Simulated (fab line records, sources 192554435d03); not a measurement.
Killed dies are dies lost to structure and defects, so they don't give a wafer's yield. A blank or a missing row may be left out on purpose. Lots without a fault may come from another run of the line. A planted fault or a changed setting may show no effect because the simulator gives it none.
One fault seen from 3 desks | flow n5_finfet | each desk has only its own numbers; what lay behind them comes last

THE TOOL OWNER'S DESK: litho_track-04
The tool's own readings at N5_SD_EPI_P_COAT_03 (resist thk 150 nm): means of the sampled wafers that have a number, for each lot that ran on this tool. A lot is out of limits, marked OUT, if its mean lies more than 4 standard deviations from the usual mean; the brackets give that distance.
Columns: A = spin_speed_rpm at N5_SD_EPI_P_COAT_03, usual 1499.9 rpm
lot  | first seen here | A
L909 | day 5 11:32     | 1500.1
L915 | day 6 23:47     | 1499.6
L916 | day 7 05:17     | 1437.0 (-77) OUT
L917 | day 7 11:09     | 1436.2 (-78) OUT
L919 | day 7 22:49     | 1436.5 (-77) OUT
This desk's finding: out of limits on L916, L917, L919; first on L916, day 7 05:17 (spin_speed_rpm at N5_SD_EPI_P_COAT_03). In limits: L909, L915.

THE DEFECT DESK
What the inspections along the route counted, lot by lot: means of the sampled wafers that have a number. A lot is out of limits, marked OUT, if its mean lies more than 4 standard deviations from the usual mean; the brackets give that distance.
Columns: A = raw_defect_count at N5_SD_EPI_N_INSPECT_11, usual 1.8
lot  | first seen here | A
L909 | day 5 07:17     | 3.0
L910 | day 5 14:13     | 2.0
L911 | day 5 19:13     | 1.3
L915 | day 6 19:43     | 1.0
L916 | day 7 01:10     | 1.0
L917 | day 7 06:34     | 0.7
L919 | day 7 18:47     | 2.0
L921 | day 8 09:14     | 1.3
L923 | day 8 21:32     | 2.3
This desk's finding: nothing out of limits on any of the 9 lots.

THE METROLOGY DESK
What the gauges read, lot by lot, whatever tool the lot ran on: means of the sampled wafers that have a number. A lot is out of limits, marked OUT, if its mean lies more than 4 standard deviations from the usual mean; the brackets give that distance. Of its 10 readings 7 are shown: those that lie furthest out on some lot.
Columns: A = DIBL_N at N5_BEOL_M4_RC_MEAS_101, usual 36.4 mV/V; B = DIBL_P at N5_BEOL_M4_RC_MEAS_101, usual 36.4 mV/V; C = IOFF_N at N5_BEOL_M4_RC_MEAS_101, usual 0.16 nA/um; D = IOFF_P at N5_BEOL_M4_RC_MEAS_101, usual 0.21 nA/um; E = ION_N at N5_BEOL_M4_RC_MEAS_101, usual 680 uA/um; F = SS_N at N5_BEOL_M4_RC_MEAS_101, usual 71.5 mV/dec; G = VT_N at N5_BEOL_M4_RC_MEAS_101, usual 249 mV
lot  | first seen here | A    | B    | C    | D    | E   | F    | G
L909 | day 10 02:14    | 38.3 | 39.3 | 0.19 | 0.24 | 693 | 71.9 | 248
L910 | day 10 04:45    | 36.4 | 34.8 | 0.15 | 0.21 | 678 | 71.8 | 247
L911 | day 10 17:04    | 37.6 | 38.8 | 0.18 | 0.22 | 673 | 71.6 | 249
L915 | day 11 20:44    | 33.8 | 34.6 | 0.13 | 0.18 | 663 | 71.1 | 252
L916 | day 12 04:37    | 35.7 | 36.3 | 0.15 | 0.19 | 680 | 70.7 | 252
L917 | day 12 09:25    | 36.0 | 37.0 | 0.15 | 0.21 | 668 | 71.5 | 253
L921 | day 13 05:23    | 39.6 | 40.3 | 0.25 | 0.28 | 702 | 72.4 | 242
L919 | day 13 08:45    | 37.9 | 35.8 | 0.19 | 0.23 | 685 | 71.6 | 248
L923 | day 13 21:46    | 36.4 | 36.4 | 0.16 | 0.23 | 678 | 71.7 | 249
This desk's finding: nothing out of limits on any of the 9 lots.

PUT TOGETHER
The tool owner's desk could have raised an alarm at day 7 05:17, on L916, L917, L919.
The defect desk saw nothing out of limits.
The metrology desk saw nothing out of limits.
The defect desk has L916, L917, L919 on record, within its limits.
The metrology desk has L916, L917, L919 on record, within its limits.
Of the lots named, all ran N5_SD_EPI_P_COAT_03 on litho_track-04.

WHAT THE SIMULATOR HAD PUT IN
Process parameter drift: litho_track-04, from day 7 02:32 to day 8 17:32, at N5_SD_EPI_P_COAT_03. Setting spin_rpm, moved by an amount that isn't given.
Lots struck among those shown: L916, L917, L919.
Hours from the fault's start to each desk's first reading out of limits: the tool owner's desk, 3.
